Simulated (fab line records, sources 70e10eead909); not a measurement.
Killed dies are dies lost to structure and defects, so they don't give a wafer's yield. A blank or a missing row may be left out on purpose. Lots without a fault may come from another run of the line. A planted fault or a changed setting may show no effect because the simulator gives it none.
Which tool did it? | flow nand_harc | 7 lots, 21 wafers sampled, at 2 steps of a route of 1302

WHAT THE GAUGES READ, wafer by wafer
NHARC_A_ONON_D2_THK_MEAS_18: measures by ellipsometry.
lot  | measured     | on            | thk_nm (nm)
L775 | day 13 03:14 | film_metro-01 | 1009 1010 1007
L783 | day 17 00:55 | film_metro-01 | 1902 998 1001
L787 | day 19 00:39 | film_metro-01 | 998 1001 998
L790 | day 19 20:08 | film_metro-02 | 1013 1011 1010
L792 | day 21 05:47 | film_metro-02 | 1011 1012 1010
L795 | day 22 08:13 | film_metro-01 | 1000 1001 1002
L794 | day 22 08:13 | film_metro-02 | 998 999 999

WHICH TOOL RAN EACH LOT (tool, then ch and the chambers of the sampled wafers, then the start)
lot  | NHARC_A_ONON_D2_DEP_16
L775 | pecvd_onon-01 ch 0, day 13 02:44
L783 | pecvd_onon-01 ch 0, day 17 00:31
L787 | pecvd_onon-04 ch 0, day 19 00:08
L790 | pecvd_onon-04 ch 0, day 19 19:38
L792 | pecvd_onon-03 ch 0, day 21 05:23
L795 | pecvd_onon-01 ch 0, day 22 07:46
L794 | pecvd_onon-04 ch 0, day 22 07:53
- NHARC_A_ONON_D2_DEP_16: target thk 1000 nm.

THE ANSWER, worked out from the rows above alone
Rule: what is usual is taken from the lots themselves. Put in order of their means at a reading, lots are off if they are a third of the lots or fewer, leave a main group of 4 or more, and stand apart from it by a gap of 3 or more times the standard deviation of the main group's means; of several such gaps the widest counts. A main group whose means are all the same, to the digits that the tables above print for the reading, isn't used. A lot without any number at a reading at which 4 lots or more have one is off too. The other lots that the step has rows for count as sound.
Off: L783, at NHARC_A_ONON_D2_THK_MEAS_18 (thk_nm). The main group: mean 1005 nm, standard deviation 5.5.
A tool fits if, at a process step before that reading, it ran every lot that is off, and no sound lot after the first of them. The gauges at NHARC_A_ONON_D2_THK_MEAS_18 are tried like those tools. None of those tried fits.

WHAT THE SIMULATOR HAD PUT IN
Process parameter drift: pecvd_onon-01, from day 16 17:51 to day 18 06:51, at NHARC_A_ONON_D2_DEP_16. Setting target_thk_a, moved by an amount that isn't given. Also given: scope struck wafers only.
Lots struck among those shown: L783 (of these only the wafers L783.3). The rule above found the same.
